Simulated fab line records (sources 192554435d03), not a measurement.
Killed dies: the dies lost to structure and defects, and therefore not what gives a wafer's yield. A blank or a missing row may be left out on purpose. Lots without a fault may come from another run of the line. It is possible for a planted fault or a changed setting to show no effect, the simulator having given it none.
fab line records + flow n5-finfet
[record]
- lots = 7
- wafers = 19
- last-day = 19
route steps=1938 shown BEOL_M0_SAQP@644 BEOL_M4@1111 PASSIVATION@1936
lots that met no fault: taken from a fault-free run of the same line
start-h: hours from the record's first day to the start of the lot's first wafer shown + wait-h: time in hours since the lot's previous step + " the same as in the row above + L1.1+2: a single row standing in for several wafers + - either no value or no given start + * or withheld: withheld + < > ~ a bound
route shown NAME@n: a module of which the file shows steps, and the number in the route of the first + usual: average and standard deviation across the fault-free wafers + same: alike in all rows + chamber/n: place in a boat + sites: the reading at each site + _std_site: the values' standard deviation + _edge_site: inner sites' mean taken away from outer sites' mean + radius-mm: for every site, how far away it sits from the centre of the wafer + mask NAME#n: copy n + behind: the tool/chamber that last shaped the wafer + hold: reason for holding the lot/hours on hold/outcome of the hold + device: the n, p or np transistor that did not switch + end of line: tests run on the same wafers once the route is complete + a step given without rows: its recipe and nothing more + killed: at the first sort, the dies lost to defects and structure; wafer yield is something else + map: a wafer's dies, marking killed ones x, the rest . and places with no die _
set.NAME: the setting that was run; set.NAME@STEP: the one run at that earlier step + model.NAME: the simulator's own value behind a step, which no gauge read
lots seen at some steps along the route; tables by step, rows by wafer
services: the hour from which a tool's chamber was out of use, counted from the record's first day as start-h (under 0 if before that day), plus the number of hours and why
[[steps]]
[step N5_BEOL_M0_SAQP_EBR_10]
[recipe]
- solvent = PGMEA
- ebr-width-mm = 1.5
[step N5_BEOL_M0_SAQP_SOFTBAKE_09]
[recipe]
- temp-c = 110
- time-s = 60
- resist = CAR-ArF
[step N5_BEOL_M0_SAQP_EXPOSE_11]
[recipe]
- mask-id = M0_CORE
- na = 1.35
- source-shape = dipole
- sigma-inner = 0.538
- sigma-outer = 0.738
- polarization = te
- target-cd-nm = 42
- dose-mj = 55
[step N5_BEOL_M0_SAQP_PEB_12]
[recipe]
- peb-temp-c = withheld
- peb-time-s = 60
- resist = CAR-ArF
[step N5_BEOL_M0_SAQP_DEVELOP_13]
[recipe]
- develop-time-s = 30
- developer = TMAH
- resist = CAR-ArF
- dev-temp-c = 23
- rinse-liquid = diw
- dry = air-spin
[step N5_BEOL_M0_SAQP_CD_MEAS_14]
[recipe]
- target-cd-nm = 42.5
- landing-energy-ev = 500
- detector = se-inlens
[usual]
- cd-nm = 42.6/0.34
[same]
- landing-energy-ev = 500
| lot.wafer | tool      | chamber | start-h | wait-h | cd-nm |
|-----------|-----------|---------|---------|--------|-------|
| L526.2    | cd-sem-01 | 0       | 117.05  | -      | 43.1  |
| L526.3    | "         | 0       | "       | "      | 42.8  |
| L526.6    | "         | 0       | "       | "      | 43.4  |
| L533.2    | cd-sem-01 | 0       | 156.81  | -      | 42.9  |
| L533.3    | "         | 0       | "       | "      | 43.0  |
| L533.5    | "         | 0       | "       | "      | 43.1  |
| L536.2    | cd-sem-03 | 0       | 175.98  | -      | 42.6  |
| L536.5    | "         | 0       | "       | "      | 42.4  |
| L539.1    | cd-sem-01 | 0       | 194.26  | -      | 43.0  |
| L539.2    | "         | 0       | "       | "      | 41.9  |
| L544.1    | cd-sem-03 | 0       | 221.20  | -      | 42.2  |
| L544.2    | "         | 0       | "       | "      | 42.2  |
| L544.4    | "         | 0       | "       | "      | 42.5  |
| L545.1    | cd-sem-02 | 0       | 227.38  | -      | 42.6  |
| L545.4    | "         | 0       | "       | "      | 42.6  |
| L545.5    | "         | 0       | "       | "      | 42.5  |
| L547.3    | cd-sem-03 | 0       | 240.16  | -      | 42.7  |
| L547.5    | "         | 0       | "       | "      | 42.6  |
| L547.6    | "         | 0       | "       | "      | 42.6  |
[step N5_BEOL_M0_SAQP_OVL_MEAS_15]
[recipe]
- points-per-wafer = 44
[usual]
- M0_CORE_OVL = 0.2/0.58
| lot.wafer | tool       | chamber | start-h | wait-h | M0_CORE_OVL[nm] |
|-----------|------------|---------|---------|--------|-----------------|
| L526.2    | overlay-01 | 0       | 117.08  | 0.0    | 0.5             |
| L526.3    | "          | 0       | "       | "      | 1.8             |
| L526.6    | "          | 0       | "       | "      | 1.2             |
| L533.2    | overlay-02 | 0       | 156.84  | 0.0    | 0.9             |
| L533.3    | "          | 0       | "       | "      | 1.0             |
| L533.5    | "          | 0       | "       | "      | 0.7             |
| L536.2    | overlay-02 | 0       | 176.01  | 0.0    | -0.4            |
| L536.5    | "          | 0       | "       | "      | -0.8            |
| L539.1    | overlay-01 | 0       | 194.29  | 0.0    | 0.4             |
| L539.2    | "          | 0       | "       | "      | -0.6            |
| L544.1    | overlay-02 | 0       | 221.23  | 0.0    | 0.3             |
| L544.2    | "          | 0       | "       | "      | 0.4             |
| L544.4    | "          | 0       | "       | "      | 0.2             |
| L545.1    | overlay-01 | 0       | 227.41  | 0.0    | 1.2             |
| L545.4    | "          | 0       | "       | "      | 0.0             |
| L545.5    | "          | 0       | "       | "      | 0.6             |
| L547.3    | overlay-01 | 0       | 240.19  | 0.0    | 0.2             |
| L547.5    | "          | 0       | "       | "      | 0.3             |
| L547.6    | "          | 0       | "       | "      | 0.6             |
[step N5_BEOL_M0_SAQP_INSPECT_16]
[recipe]
- mode = adi
- inspect-instrument = brightfield
[usual]
- raw-defect-count = 522/120
| lot.wafer | tool              | chamber | start-h | wait-h | raw-defect-count |
|-----------|-------------------|---------|---------|--------|------------------|
| L526.2    | defect-inspect-02 | -       | 117.10  | 0.0    | 610              |
| L526.3    | "                 | -       | "       | "      | 579              |
| L526.6    | "                 | -       | "       | "      | 505              |
| L533.2    | defect-inspect-02 | -       | 156.87  | 0.0    | 427              |
| L533.3    | "                 | -       | "       | "      | 607              |
| L533.5    | "                 | -       | "       | "      | 520              |
| L536.2    | defect-inspect-02 | -       | 176.04  | 0.0    | 581              |
| L536.5    | "                 | -       | "       | "      | 452              |
| L539.1    | defect-inspect-01 | -       | 194.31  | 0.0    | 614              |
| L539.2    | "                 | -       | "       | "      | 486              |
| L544.1    | defect-inspect-01 | -       | 221.26  | 0.0    | 399              |
| L544.2    | "                 | -       | "       | "      | 473              |
| L544.4    | "                 | -       | "       | "      | 667              |
| L545.1    | defect-inspect-01 | -       | 227.44  | 0.0    | 490              |
| L545.4    | "                 | -       | "       | "      | 456              |
| L545.5    | "                 | -       | "       | "      | 332              |
| L547.3    | defect-inspect-02 | -       | 240.22  | 0.0    | 484              |
| L547.5    | "                 | -       | "       | "      | 374              |
| L547.6    | "                 | -       | "       | "      | 397              |
[step N5_BEOL_M0_SAQP_DESCUM_19]
[recipe]
- chemistry = O2
- time-s = 7.9
- source-power-w = 50
- bias-power-w = 20
- pressure-mtorr = 20
- rf-frequency-hz = 2.712e+07
- temp-c = 40
- resist = CAR-ArF
- o2-flow-sccm = 225
[usual]
- drypump-motor-current-A = 5.7/0.42
- oes-product-au = 0.78/0.077
- rf-vpp-V = 243.1/1.3
- showerhead-plenum-p-Torr = 2.09/0.07
- throttle-valve-pct = 20.53/0.23
| lot.wafer | tool        | chamber | start-h | wait-h | drypump-motor-current-A | oes-product-au | rf-hours-counter-h | rf-vpp-V | showerhead-plenum-p-Torr | throttle-valve-pct |
|-----------|-------------|---------|---------|--------|-------------------------|----------------|--------------------|----------|--------------------------|--------------------|
| L526.2    | rie-diel-04 | 0       | 117.14  | 0.0    | 5.8                     | 0.72           | 199                | 243.1    | 2.06                     | 20.55              |
| L526.3    | "           | 3       | "       | "      | 5.8                     | 0.73           | 203                | 243.9    | 2.09                     | 20.80              |
| L526.6    | "           | 0       | "       | "      | 5.8                     | 0.72           | -                  | 242.1    | 2.06                     | 20.58              |
| L533.2    | rie-diel-04 | 0       | 156.97  | 0.1    | 5.8                     | 0.72           | 211                | 243.5    | 2.06                     | 20.57              |
| L533.3    | "           | 2       | "       | "      | 5.5                     | 0.79           | 124                | 242.7    | 2.00                     | 20.14              |
| L533.5    | "           | 3       | "       | "      | 5.9                     | 0.71           | -                  | 242.6    | 2.08                     | 20.83              |
| L536.2    | rie-diel-04 | 2       | 176.07  | 0.0    | 5.5                     | 0.76           | 130                | 241.7    | 2.00                     | 20.15              |
| L536.5    | "           | 3       | "       | "      | 5.9                     | 0.70           | -                  | 243.5    | 2.08                     | 20.82              |
| L539.1    | rie-diel-04 | 1       | 194.35  | 0.0    | 5.7                     | 0.85           | 60                 | 243.7    | 2.05                     | 20.56              |
| L539.2    | "           | 2       | "       | "      | 5.5                     | 0.77           | 134                | 243.1    | 2.00                     | 20.15              |
| L544.1    | rie-diel-01 | 1       | 221.29  | 0.0    | 6.2                     | 0.71           | 214                | 243.9    | 2.18                     | 20.58              |
| L544.2    | "           | 3       | "       | "      | 6.3                     | 0.88           | 42                 | 241.9    | 2.02                     | 20.24              |
| L544.4    | "           | 3       | "       | "      | 6.3                     | 0.88           | -                  | 242.1    | 2.02                     | 20.26              |
| L545.1    | rie-diel-05 | 3       | 227.47  | 0.0    | 5.0                     | 0.85           | 54                 | 243.0    | 2.02                     | 20.20              |
| L545.4    | "           | 1       | "       | "      | 5.9                     | 0.87           | 64                 | 246.3    | 2.23                     | 20.73              |
| L545.5    | "           | 1       | "       | "      | 5.9                     | 0.87           | -                  | 245.4    | 2.23                     | 20.74              |
| L547.3    | rie-diel-05 | 1       | 240.41  | 0.2    | 5.9                     | 0.87           | 68                 | 245.9    | 2.23                     | 20.75              |
| L547.5    | "           | 2       | "       | "      | 5.5                     | 0.75           | -                  | 243.1    | 2.03                     | 20.68              |
| L547.6    | "           | 1       | "       | "      | 5.9                     | 0.86           | -                  | 243.9    | 2.22                     | 20.75              |
[step N5_BEOL_M0_SAQP_ETCH_83]
[recipe]
- chemistry = CF4
- target = SiARC
- target-depth-a = 390
- mask-material = CAR-ArF
- time-s = 65
- ion-energy-ev = 80
- pressure-mtorr = 40
- source-w = 545
- bias-w = 36
- Ar_flow_sccm = 100
- cf4-flow-sccm = 100
- ends = cleared
[usual]
- cf4-flow-sccm = 100.0/0.31
- drypump-motor-current-A = 5.7/0.42
- etch-rf-on-time-s = 64.1/1.2
- oes-product-au = 0.67/0.064
- rf-vpp-V = 184.0/1.1
- showerhead-plenum-p-Torr = 2.14/0.059
- throttle-valve-pct = 15.72/0.22
| lot.wafer | tool        | chamber | start-h | wait-h | cf4-flow-sccm | drypump-motor-current-A | etch-rf-on-time-s | oes-product-au | rf-hours-counter-h | rf-vpp-V | showerhead-plenum-p-Torr | throttle-valve-pct |
|-----------|-------------|---------|---------|--------|---------------|-------------------------|-------------------|----------------|--------------------|----------|--------------------------|--------------------|
| L526.2    | rie-diel-04 | 0       | 117.17  | 0.0    | 100.1         | 5.8                     | 64.8              | 0.61           | 199                | 184.0    | 2.13                     | 15.88              |
| L526.3    | "           | 3       | "       | "      | 99.4          | 5.9                     | 63.3              | 0.63           | 203                | 183.0    | 2.14                     | 16.04              |
| L526.6    | "           | 0       | "       | "      | 100.0         | 5.8                     | 64.8              | 0.61           | -                  | 183.5    | 2.13                     | 15.89              |
| L533.2    | rie-diel-04 | 0       | 157.00  | 0.0    | 100.0         | 5.8                     | 64.6              | 0.60           | 211                | 184.4    | 2.13                     | 15.92              |
| L533.3    | "           | 2       | "       | "      | 100.1         | 5.5                     | 64.3              | 0.67           | 124                | 182.6    | 2.07                     | 15.49              |
| L533.5    | "           | 3       | "       | "      | 100.4         | 5.9                     | 64.7              | 0.61           | -                  | 184.6    | 2.14                     | 16.07              |
| L536.2    | rie-diel-04 | 2       | 176.11  | 0.0    | 100.2         | 5.5                     | 65.1              | 0.67           | 130                | 182.3    | 2.07                     | 15.50              |
| L536.5    | "           | 3       | "       | "      | 99.7          | 5.9                     | 65.6              | 0.61           | -                  | 183.4    | 2.14                     | 16.09              |
| L539.1    | rie-diel-04 | 1       | 194.38  | 0.0    | 100.5         | 5.7                     | 64.8              | 0.73           | 60                 | 183.4    | 2.08                     | 15.55              |
| L539.2    | "           | 2       | "       | "      | 100.2         | 5.5                     | 65.0              | 0.66           | 134                | 183.1    | 2.07                     | 15.51              |
| L544.1    | rie-diel-01 | 1       | 221.33  | 0.0    | 100.1         | 6.1                     | 61.3              | 0.61           | 214                | 185.1    | 2.19                     | 15.60              |
| L544.2    | "           | 3       | "       | "      | 99.9          | 6.3                     | 64.7              | 0.76           | 42                 | 182.6    | 2.11                     | 15.60              |
| L544.4    | "           | 3       | "       | "      | 100.1         | 6.3                     | 66.0              | 0.74           | -                  | 182.8    | 2.11                     | 15.61              |
| L545.1    | rie-diel-05 | 3       | 227.51  | 0.0    | 99.6          | 4.9                     | 64.1              | 0.73           | 54                 | 184.1    | 2.09                     | 15.48              |
| L545.4    | "           | 1       | "       | "      | 100.3         | 5.9                     | 63.9              | 0.74           | 64                 | 185.3    | 2.26                     | 15.77              |
| L545.5    | "           | 1       | "       | "      | 99.5          | 5.9                     | 63.4              | 0.74           | -                  | 183.9    | 2.26                     | 15.77              |
| L547.3    | rie-diel-05 | 1       | 240.44  | 0.0    | 100.0         | 5.9                     | 63.0              | 0.74           | 68                 | 186.2    | 2.26                     | 15.75              |
| L547.5    | "           | 2       | "       | "      | 100.0         | 5.5                     | 62.6              | 0.65           | -                  | 183.6    | 2.07                     | 15.68              |
| L547.6    | "           | 1       | "       | "      | 100.5         | 5.9                     | 63.1              | 0.74           | -                  | 183.3    | 2.26                     | 15.78              |
[step N5_BEOL_M0_SAQP_ETCH_84]
[recipe]
- chemistry = N2/H2
- target = SOC
- target-depth-a = 1000
- overetch-a = 200
- mask-material = SiARC
- temp-c = 40
- time-s = 150
- ion-energy-ev = 200
- pressure-mtorr = 30
- source-w = 840
- bias-w = 150
- n2-flow-sccm = 200
- h2-flow-sccm = 200
[usual]
- drypump-motor-current-A = 5.7/0.42
- oes-product-au = 0.70/0.067
- rf-vpp-V = 523.7/2.2
- showerhead-plenum-p-Torr = 2.54/0.081
- throttle-valve-pct = 17.92/0.24
| lot.wafer | tool        | chamber | start-h | wait-h | drypump-motor-current-A | oes-product-au | rf-hours-counter-h | rf-vpp-V | showerhead-plenum-p-Torr | throttle-valve-pct |
|-----------|-------------|---------|---------|--------|-------------------------|----------------|--------------------|----------|--------------------------|--------------------|
| L526.2    | rie-diel-04 | 0       | 117.22  | 0.0    | 5.8                     | 0.64           | 199                | 524.0    | 2.53                     | 18.15              |
| L526.3    | "           | 3       | "       | "      | 5.9                     | 0.65           | 203                | 523.0    | 2.53                     | 18.16              |
| L526.6    | "           | 0       | "       | "      | 5.8                     | 0.64           | -                  | 523.7    | 2.53                     | 18.14              |
| L533.2    | rie-diel-04 | 0       | 157.05  | 0.0    | 5.8                     | 0.62           | 211                | 524.1    | 2.53                     | 18.18              |
| L533.3    | "           | 2       | "       | "      | 5.5                     | 0.70           | 124                | 521.0    | 2.44                     | 17.53              |
| L533.5    | "           | 3       | "       | "      | 5.9                     | 0.65           | -                  | 524.0    | 2.52                     | 18.19              |
| L536.2    | rie-diel-04 | 2       | 176.16  | 0.0    | 5.5                     | 0.69           | 130                | 521.1    | 2.44                     | 17.54              |
| L536.5    | "           | 3       | "       | "      | 5.8                     | 0.64           | -                  | 522.8    | 2.52                     | 18.19              |
| L539.1    | rie-diel-04 | 1       | 194.43  | 0.0    | 5.7                     | 0.76           | 60                 | 521.4    | 2.47                     | 17.85              |
| L539.2    | "           | 2       | "       | "      | 5.5                     | 0.69           | 134                | 521.9    | 2.44                     | 17.54              |
| L544.1    | rie-diel-01 | 1       | 221.38  | 0.0    | 6.2                     | 0.62           | 214                | 525.2    | 2.62                     | 17.85              |
| L544.2    | "           | 3       | "       | "      | 6.3                     | 0.80           | 42                 | 523.3    | 2.47                     | 17.69              |
| L544.4    | "           | 3       | "       | "      | 6.4                     | 0.78           | -                  | 521.8    | 2.47                     | 17.68              |
| L545.1    | rie-diel-05 | 3       | 227.56  | 0.0    | 5.0                     | 0.76           | 54                 | 522.7    | 2.47                     | 17.73              |
| L545.4    | "           | 1       | "       | "      | 5.9                     | 0.77           | 64                 | 529.3    | 2.69                     | 18.11              |
| L545.5    | "           | 1       | "       | "      | 5.9                     | 0.77           | -                  | 526.7    | 2.69                     | 18.12              |
| L547.3    | rie-diel-05 | 1       | 240.49  | 0.0    | 5.9                     | 0.77           | 68                 | 528.5    | 2.69                     | 18.12              |
| L547.5    | "           | 2       | "       | "      | 5.5                     | 0.67           | -                  | 520.5    | 2.42                     | 17.69              |
| L547.6    | "           | 1       | "       | "      | 5.9                     | 0.76           | -                  | 527.7    | 2.69                     | 18.11              |
[step N5_BEOL_M0_SAQP_STRIP_80]
[recipe]
- chemistry = N2/H2
- temp-c = 40
- n2-flow-sccm = 200
- h2-flow-sccm = 200
- rf-frequency-hz = 6e+07
[step N5_BEOL_M0_SAQP_HM_OPEN_112]
[recipe]
- chemistry = CHF3/O2
- target = SiO2
- stop-on = a-Si
- target-depth-a = 120
- over-etch-frac = 1.25
- mask-material = SOC
- time-s = 13.5
- pressure-mtorr = 30
- source-w = 650
- bias-w = 170
- Ar_flow_sccm = 200
- CHF3_flow_sccm = 50
- O2_flow_sccm = 5
- ion-energy-ev = 200
- ends = end-point
[usual]
- CHF3_flow_sccm = 49.99/0.15
- drypump-motor-current-A = 5.7/0.42
- oes-product-au = 0.51/0.049
- rf-vpp-V = 521/9.8
- showerhead-plenum-p-Torr = 2.41/0.063
- throttle-valve-pct = 18.93/0.21
| lot.wafer | tool        | chamber | start-h | wait-h | CHF3_flow_sccm | drypump-motor-current-A | oes-product-au | rf-hours-counter-h | rf-vpp-V | showerhead-plenum-p-Torr | throttle-valve-pct | model.SiARC_of_BEOL_M0_SAQP_COAT_82.thk-nm |
|-----------|-------------|---------|---------|--------|----------------|-------------------------|----------------|--------------------|----------|--------------------------|--------------------|--------------------------------------------|
| L526.2    | rie-diel-04 | 0       | 117.33  | 0.0    | 50.44          | 5.8                     | 0.46           | 199                | 529      | 2.39                     | 19.03              | 4.8                                        |
| L526.3    | "           | 3       | "       | "      | 49.87          | 5.8                     | 0.47           | 204                | 528      | 2.40                     | 19.20              | 4.6                                        |
| L526.6    | "           | 0       | "       | "      | 50.07          | 5.8                     | 0.46           | -                  | 530      | 2.39                     | 19.04              | 5                                          |
| L533.2    | rie-diel-04 | 0       | 157.16  | 0.0    | 50.00          | 5.8                     | 0.46           | 211                | 529      | 2.38                     | 19.06              | 14.6                                       |
| L533.3    | "           | 2       | "       | "      | 49.98          | 5.5                     | 0.51           | 124                | 499      | 2.33                     | 18.72              | 5.6                                        |
| L533.5    | "           | 3       | "       | "      | 50.14          | 5.8                     | 0.47           | -                  | 527      | 2.40                     | 19.26              | 14.6                                       |
| L536.2    | rie-diel-04 | 2       | 176.26  | 0.0    | 50.19          | 5.5                     | 0.50           | 130                | 500      | 2.33                     | 18.75              | 15.4                                       |
| L536.5    | "           | 3       | "       | "      | 50.00          | 5.9                     | 0.47           | -                  | 528      | 2.40                     | 19.26              | 14.8                                       |
| L539.1    | rie-diel-04 | 1       | 194.54  | 0.0    | 50.01          | 5.7                     | 0.55           | 60                 | 520      | 2.34                     | 18.82              | 5                                          |
| L539.2    | "           | 2       | "       | "      | 49.82          | 5.5                     | 0.50           | 134                | 499      | 2.33                     | 18.76              | 15.4                                       |
| L544.1    | rie-diel-01 | 1       | 221.48  | 0.0    | 49.99          | 6.1                     | 0.46           | 214                | 523      | 2.46                     | 18.69              | 4.4                                        |
| L544.2    | "           | 3       | "       | "      | 49.89          | 6.4                     | 0.56           | 42                 | 518      | 2.38                     | 18.95              | 5.4                                        |
| L544.4    | "           | 3       | "       | "      | 50.02          | 6.3                     | 0.57           | -                  | 518      | 2.38                     | 18.98              | 5.6                                        |
| L545.1    | rie-diel-05 | 3       | 227.66  | 0.0    | 49.75          | 5.0                     | 0.54           | 54                 | 515      | 2.36                     | 18.75              | 5                                          |
| L545.4    | "           | 1       | "       | "      | 50.29          | 5.9                     | 0.56           | 64                 | 521      | 2.54                     | 19.04              | 4.8                                        |
| L545.5    | "           | 1       | "       | "      | 50.00          | 5.9                     | 0.56           | -                  | 521      | 2.54                     | 19.02              | 4.6                                        |
| L547.3    | rie-diel-05 | 1       | 240.60  | 0.0    | 50.04          | 5.9                     | 0.56           | 68                 | 521      | 2.54                     | 19.03              | 4.6                                        |
| L547.5    | "           | 2       | "       | "      | 49.82          | 5.5                     | 0.49           | -                  | 514      | 2.33                     | 19.00              | 4.4                                        |
| L547.6    | "           | 1       | "       | "      | 49.71          | 5.9                     | 0.55           | -                  | 521      | 2.54                     | 19.05              | 4.4                                        |
[step N5_BEOL_M0_SAQP_STRIP_113]
[recipe]
- chemistry = CHF3/O2
- resist = SiARC
- rf-frequency-hz = 6e+07
[step N5_BEOL_M4_RC_MEAS_101]
[usual]
- DIBL_N = 36.3/1.6
- DIBL_P = 36.4/2.1
- IOFF_N = 0.16/0.032
- IOFF_P = 0.22/0.044
- ION_N = 675/12
- ION_P = 463/8.3
- SS_N = 71.6/0.64
- SS_P = 73.3/0.67
- VT_N = 250/3.3
- VT_P = -250/3.7
| lot.wafer | tool      | chamber | start-h | wait-h | DIBL_N[mV/V] | DIBL_P[mV/V] | IOFF_N[nA/um] | IOFF_P[nA/um] | ION_N[uA/um] | ION_P[uA/um] | SS_N[mV/dec] | SS_P[mV/dec] | VT_N[mV] | VT_P[mV] |
|-----------|-----------|---------|---------|--------|--------------|--------------|---------------|---------------|--------------|--------------|--------------|--------------|----------|----------|
| L526.2    | prober-01 | 0       | 227.55  | 0.2    | 36.0         | 36.3         | 0.17          | 0.22          | 677          | 463          | 72.1         | 73.3         | 249      | -250     |
| L526.3    | "         | 0       | "       | "      | 34.7         | 34.8         | 0.14          | 0.20          | 658          | 457          | 70.6         | 73.0         | 251      | -252     |
| L526.6    | "         | 0       | "       | "      | 37.1         | 37.8         | 0.19          | 0.25          | 683          | 473          | 72.3         | 73.5         | 248      | -247     |
| L533.2    | prober-01 | 0       | 254.86  | 0.2    | 37.6         | 37.0         | 0.17          | 0.28          | 682          | 475          | 72.1         | 72.7         | 250      | -244     |
| L533.3    | "         | 0       | "       | "      | 40.7         | 41.1         | 0.23          | 0.41          | 683          | 480          | 73.0         | 75.3         | 246      | -240     |
| L533.5    | "         | 0       | "       | "      | 37.5         | 37.5         | 0.17          | 0.29          | 677          | 472          | 72.6         | 73.3         | 248      | -242     |
| L536.2    | prober-02 | 0       | 287.15  | 0.2    | 33.6         | 32.0         | 0.12          | 0.19          | 662          | 463          | 70.6         | 72.5         | 254      | -250     |
| L536.5    | "         | 0       | "       | "      | 35.6         | 34.6         | 0.15          | 0.22          | 671          | 462          | 71.6         | 73.3         | 251      | -247     |
| L539.1    | prober-02 | 0       | 300.26  | 0.0    | 35.5         | 35.0         | 0.14          | 0.19          | 671          | 459          | 71.4         | 72.9         | 250      | -247     |
| L539.2    | "         | 0       | "       | "      | 38.9         | 39.4         | 0.20          | 0.25          | 672          | 458          | 72.8         | 73.9         | 248      | -247     |
| L544.1    | prober-02 | 0       | 317.05  | 0.0    | 37.7         | 37.0         | 0.15          | 0.18          | 685          | 463          | 71.4         | 73.3         | 250      | -256     |
| L544.2    | "         | 0       | "       | "      | 36.0         | 35.4         | 0.13          | 0.17          | 678          | 459          | 71.3         | 72.8         | 251      | -254     |
| L544.4    | "         | 0       | "       | "      | 34.7         | 33.3         | 0.10          | 0.13          | 648          | 443          | 71.1         | 72.2         | 258      | -259     |
| L545.1    | prober-01 | 0       | 321.61  | 0.0    | 39.1         | 40.5         | 0.25          | 0.32          | 694          | 475          | 72.6         | 74.5         | 241      | -243     |
| L545.4    | "         | 0       | "       | "      | 36.1         | 36.6         | 0.17          | 0.24          | 680          | 467          | 72.0         | 73.4         | 247      | -247     |
| L545.5    | "         | 0       | "       | "      | 35.1         | 35.8         | 0.16          | 0.24          | 684          | 477          | 71.2         | 72.7         | 247      | -246     |
| L547.3    | prober-02 | 0       | 354.79  | 0.3    | 38.2         | 40.3         | 0.19          | 0.23          | 686          | 464          | 72.5         | 74.5         | 246      | -249     |
| L547.5    | "         | 0       | "       | "      | 33.0         | 33.1         | 0.10          | 0.13          | 661          | 447          | 71.4         | 71.3         | 259      | -259     |
| L547.6    | "         | 0       | "       | "      | 36.2         | 37.2         | 0.14          | 0.18          | 674          | 456          | 71.7         | 73.7         | 252      | -254     |
[step N5_PASSIVATION_PROBE_49]
[usual]
- defect-limited-yield = 91.4/1.2
- killed_at_M0_to_M3 = 35/11
- killed_at_M4_up = 14/6
- killed-at-contacts = 12/6.7
- killed-at-front-end = 37/9.7
- killed-at-other = 3.5/2.5
- killed-dies = 102/15
- killed-open = 67/12
- killed-short = 33/7.3
- sort_bin_5_function = 5.1/0.81
- sort_bin_6_memory = 3.2/0.65
- sort-n-pass = 1078/15
- sort-yield-pct = 91.4/1.2
[same]
- gross-dies = 1180
- killed-at-back-side = 0
- sort_bin_4_leakage[%] = 0
- sort_bin_8_speed[%] = 0
| lot.wafer | tool      | chamber | start-h | wait-h | defect-limited-yield[%] | killed_at_M0_to_M3 | killed_at_M4_up | killed-at-contacts | killed-at-front-end | killed-at-other | killed-dies | killed-open | killed-short | sort_bin_5_function[%] | sort_bin_6_memory[%] | sort-n-pass | sort-yield-pct[%] |
|-----------|-----------|---------|---------|--------|-------------------------|--------------------|-----------------|--------------------|---------------------|-----------------|-------------|-------------|--------------|------------------------|----------------------|-------------|-------------------|
| L526.2    | prober-01 | -       | 356.75  | 0.1    | 91.9                    | 24                 | 22              | 11                 | 31                  | 7               | 95          | 61          | 34           | 5.0                    | 2.7                  | 1085        | 91.9              |
| L526.3    | prober-01 | -       | 356.80  | 0.1    | 93.1                    | 20                 | 8               | 16                 | 31                  | 6               | 81          | 48          | 30           | 4.0                    | 2.5                  | 1099        | 93.1              |
| L526.6    | prober-01 | -       | 356.95  | 0.3    | 90.5                    | 23                 | 14              | 17                 | 50                  | 8               | 112         | 75          | 32           | 6.0                    | 3.1                  | 1068        | 90.5              |
| L539.2    | prober-02 | -       | 408.42  | 0.1    | 90.8                    | 33                 | 15              | 13                 | 46                  | 1               | 108         | 82          | 26           | 5.5                    | 3.6                  | 1072        | 90.8              |
// killed by level:class
L526.2 BEOL_M4:geometric-particle:open=15 MOL_CONTACT_COAG:geometric-particle:open=9 FIN_SAQP:geometric-particle:short=8 STI_FIN_REVEAL:geometric-particle:open=6 BEOL_M1:geometric-particle:open=6 BEOL_M0_SAQP:geometric-particle:short=5 FIN_SAQP:geometric-particle:open=3 BEOL_M2:geometric-particle:open=3
L526.3 MOL_CONTACT_COAG:geometric-particle:open=15 FIN_SAQP:geometric-particle:short=10 GATE_CUT:geometric-particle:short=6 FIN_SAQP:geometric-particle:open=5 BEOL_M1:geometric-particle:open=5 DUMMY_GATE:geometric-particle:open=4 BEOL_M2:geometric-particle:short=3 BEOL_M2:geometric-particle:open=3
L526.6 MOL_CONTACT_COAG:geometric-particle:open=14 STI_FIN_REVEAL:geometric-particle:open=13 FIN_SAQP:geometric-particle:open=9 FIN_SAQP:geometric-particle:short=7 BEOL_M1:geometric-particle:open=6 DUMMY_GATE:geometric-particle:open=4 BEOL_M0_SAQP:geometric-particle:short=4 BEOL_M3:geometric-particle:open=4
L539.2 FIN_SAQP:geometric-particle:open=27 BEOL_M1:geometric-particle:open=18 MOL_CONTACT_COAG:geometric-particle:open=10 FIN_SAQP:geometric-particle:short=9 BEOL_M3:geometric-particle:open=6 BEOL_M2:geometric-particle:open=4 BEOL_M4:geometric-particle:open=4 BEOL_M8:geometric-particle:short=4
[[services]]
| tool        | chamber | start-h | hours | kind                          |
|-------------|---------|---------|-------|-------------------------------|
| rie-diel-04 | 2       | 105.37  | 13.3  | repair                        |
| rie-diel-01 | 0       | 117.38  | 36.7  | repair                        |
| rie-diel-01 | 3       | 160.50  | 4.9   | repair                        |
| rie-diel-01 | 0       | 198.60  | -     | clean                         |
| rie-diel-01 | 0       | 198.60  | -     | consumable-replace:focus-ring |
| rie-diel-01 | 0       | 198.60  | 23.9  | scheduled-down                |
| rie-diel-01 | 0       | 198.60  | 23.9  | vent-cycle                    |
| rie-diel-04 | 2       | 222.58  | 4.9   | repair                        |
| rie-diel-05 | -       | 223.92  | 0.2   | repair                        |
| rie-diel-01 | -       | 240.37  | 5.9   | repair                        |
[[key]]
first-sign none at tools or gauges
[model-effect]
- step = N5_BEOL_M0_SAQP_HM_OPEN_112
- value = SiARC_of_BEOL_M0_SAQP_COAT_82.thk-nm
- without = 5.48
- struck = 14.96
met-at N5_BEOL_M0_SAQP_HM_OPEN_112
struck-wafers L533.2,L533.5,L536.2,L536.5,L539.2
onset-between 117.33 157.16
[fault]
- kind = process-parameter-drift
- tool = rie-diel-04
- chamber = -
- onset-h = 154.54
- steps = N5_BEOL_M0_SAQP_HM_OPEN_112
- channel = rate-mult
- offset = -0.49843
- shape = step
- end-h = 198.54
- scope = struck-wafers-only
